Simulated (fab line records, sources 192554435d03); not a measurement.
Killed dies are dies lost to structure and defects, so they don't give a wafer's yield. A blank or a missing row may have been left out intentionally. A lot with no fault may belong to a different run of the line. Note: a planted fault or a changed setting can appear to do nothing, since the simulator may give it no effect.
Chamber matching -- flow n5 finfet -- N5_ILD0_CMP_12 on cmp-04 has 4 sister chambers
The step polishes SiNx, stops on poly-Si, t overpolish 6 s, target thk 17.67 nm. 8 wafers are shown with their chamber, then 9 later ones without.

== WAFERS, EACH WITH ITS CHAMBER ==
wafer,chamber,motor current A (A),overpolish run s (s)
L088.3,3,8.8,5.994
L088.5,1,9.4,6.003
L089.2,3,8.4,6.016
L089.3,0,10.1,6.003
L089.5,2,10.0,6.000
L091.1,0,10.2,5.993
L091.4,2,9.5,5.991
L091.6,1,8.9,5.997

== WAFERS MISSING THEIR CHAMBER ==
wafer,motor current A (A),overpolish run s (s)
L092.2,10.7,6.006
L092.3,9.1,6.010
L092.6,8.8,5.999
L093.1,9.0,5.976
L093.3,10.5,6.012
L093.5,9.5,5.992
L095.2,9.5,5.994
L095.4,8.5,6.005
L095.5,8.5,6.011

== EACH ONE'S CHAMBER ==
wafer,from the rows above,in truth
L092.2,can't be placed: 0 or 2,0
L092.3,can't be placed: 1 or 3 or 2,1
L092.6,can't be placed: 3 or 1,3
L093.1,can't be placed: 1 or 2 or 3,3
L093.3,can't be placed: 0 or 2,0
L093.5,can't be placed: 2 or 1 or 0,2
L095.2,can't be placed: 2 or 1 or 0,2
L095.4,can't be placed: 3 or 1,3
L095.5,can't be placed: 3 or 1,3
0 of 9 placed correctly. Not placeable from these rows: 9 (in 9, the candidates include the true chamber). Placed wrongly: 0.
How it was worked out, from the rows above alone: a wafer's distance from a chamber is the root of the sum, over the readings, of the square of ((its reading less the chamber's mean) divided by the reading's scatter). The wafer belongs to the nearest chamber; if the next one is less than 2 further off, it can't be placed. A chamber's mean is the mean of its shown wafers. The scatter: the root of (the sum of the squares of (reading less its chamber's mean) over the shown wafers, divided by (wafers less chambers)).
